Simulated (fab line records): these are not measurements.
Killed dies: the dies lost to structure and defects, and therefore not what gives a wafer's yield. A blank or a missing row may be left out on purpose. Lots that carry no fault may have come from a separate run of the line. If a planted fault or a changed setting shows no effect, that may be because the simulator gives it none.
A struck lot beside a sound one + flow nand harc + 18 steps out of a route of 1159
Sound: the wafers L307.1, L307.3, L307.6. Wafers L314.1, L314.4, L314.6 were the ones struck. At the end, the cause is stated.
Each step with rows lists, per side, the tool, then ch with its chambers, then its first start. Under that, the readings that differ: sound wafers + struck wafers + difference of the means + sigmas: that difference in standard deviations of wafers without a fault.
alike: a reading whose means differ by less than 2 such deviations, as well as words and numbers matching on both sides. not compared: withheld readings; readings where some wafer has no value; bounds like >300 that might hide an equal value; numbers whose values overlap and for which the record gives no deviation.
Wherever a step has rows on one side only, a row that says differs or no value, or a row with sigmas, the two part there. Non-overlapping numbers with no deviation appear without sigmas and do not part them. Lack of a reading on every wafer of one side parts them only where that side has two or more wafers.

NHARC_A_SGD_CUT_CD_MEAS_09: the cd target is 100 nm.
  sound on cd sem-02 ch 0, day 14 21:30; struck on cd sem-02 ch 0, day 16 22:22
| reading    | sound          | struck            | difference | sigmas |
|------------|----------------|-------------------|------------|--------|
| cd nm (nm) | 99.0 99.6 98.9 | 100.8 100.3 100.7 | +1.4       | +3     |
NHARC_A_SGD_CUT_OVL_MEAS_10:
  struck on overlay-02, day 16 22:27; sound on overlay-02, day 14 21:35
  alike: overlay x nm, overlay y nm
NHARC_A_SGD_CUT_INSPECT_11:
  struck on defect inspect-02, day 16 22:29; sound on defect inspect-01, day 14 21:37
  alike: raw defect count
NHARC_A_SGD_CUT_DESCUM_14: chemistry O2, time 3 s.
  sound on rie diel-04 ch 0,2, day 14 21:41; struck on rie diel-10 ch 0,3, day 16 22:33
  alike: drypump motor current A, oes product au, rf vpp V, showerhead plenum p Torr, throttle valve pct
  not compared: rf hours counter h
NHARC_A_SGD_CUT_ETCH_58: etches the open film in CF4, target depth 39 nm, time 65 s.
  sound on rie diel-04 ch 1,2,3, day 14 21:46; struck on rie diel-10 ch 0,3, day 16 22:38
| reading                         | sound          | struck         | difference | sigmas |
|---------------------------------|----------------|----------------|------------|--------|
| showerhead plenum p Torr (Torr) | 1.84 1.85 1.87 | 1.72 1.70 1.70 | -0.15      | -2     |
  alike: drypump motor current A, oes product au, rf vpp V, throttle valve pct
  not compared: rf hours counter h
NHARC_A_SGD_CUT_ETCH_59: etches the open film in N2/H2, target depth 260 nm, time 406.25 s.
  sound on rie diel-04 ch 0,1,3; struck on rie diel-10 ch 2,3
  alike: drypump motor current A, oes product au, rf vpp V, showerhead plenum p Torr, throttle valve pct
  not compared: rf hours counter h
NHARC_A_SGD_CUT_ETCH_15: etches the open film in CH3F/O2, target depth 75 nm, time 64.3 s.
  sound on rie diel-04 ch 0,1,2; struck on rie diel-10 ch 0,1,2
  alike: drypump motor current A, oes product au, rf vpp V, showerhead plenum p Torr, throttle valve pct
  not compared: rf hours counter h
NHARC_A_SGD_CUT_ETCH_16: etches the open film in C4F8/O2/Ar, target depth 310.5 nm, time 155.2 s.
  sound on rie diel-04 ch 0,1,2; struck on rie diel-10 ch 0,1,2
  alike: oes product au, rf vpp V
  not compared: rf hours counter h
then, 4 steps without rows for these wafers: NHARC_A_SGD_CUT_STRIP_60 (strips in C4F8/O2/Ar); NHARC_A_SGD_CUT_STRIP_17 (strips in O2); NHARC_A_SGD_CUT_PRECLEAN_18 (cleans in SC1); NHARC_A_SGD_CUT_SRD_19.
NHARC_A_SGD_CUT_DEP_20: deposits SiO2, target thk 150 nm.
  sound on fcvd-02 ch 0,1, day 14 22:48; struck on fcvd-01 ch 1, day 16 23:43
then, 1 step without rows for these wafers: NHARC_A_SGD_CUT_ANNEAL_27 (time 1800 s).
NHARC_A_SGD_CUT_CMP_21: polishes, target thk 148.19 nm.
  sound on cmp-03 ch 0,2, day 15 06:13; struck on cmp-01 ch 0,3, day 17 04:01
| reading                | sound    | struck   | difference | sigmas |
|------------------------|----------|----------|------------|--------|
| time to endpoint s (s) | 51 44 45 | 29 34 31 | -15        | -5     |
  alike: edge zone pressure frac, motor current A
NHARC_A_SGD_CUT_THK_MEAS_22: measures by ellipsometry.
  struck on film metro-02, day 17 04:16; sound on film metro-01, day 15 06:26
| reading     | sound             | struck         | difference | sigmas |
|-------------|-------------------|----------------|------------|--------|
| thk nm (nm) | 147.9 145.4 147.8 | 84.5 83.8 88.0 | -61.6      | -41    |
after that, 1 step had no rows for these wafers: NHARC_A_SGD_CUT_SRD_23.
-- jump in the record: it breaks off in module A_SGD_CUT and resumes in module END (first step shown: number 1159 of the route), and 5 days separate the struck wafers' starts before and after --
NHARC_END_SORT_01:
  sound on prober-02 ch 0, day 20 07:17; struck on prober-01 ch 0, day 22 07:30
  alike: killed at array, killed at periphery, killed dies, killed open, killed short

WHERE THEY PART
At NHARC_A_SGD_CUT_CD_MEAS_09 first; at NHARC_A_SGD_CUT_THK_MEAS_22 last (within this record only). Later steps at which nothing parts them and some readings are alike: NHARC_END_SORT_01.

WHY: whatever the simulator had introduced
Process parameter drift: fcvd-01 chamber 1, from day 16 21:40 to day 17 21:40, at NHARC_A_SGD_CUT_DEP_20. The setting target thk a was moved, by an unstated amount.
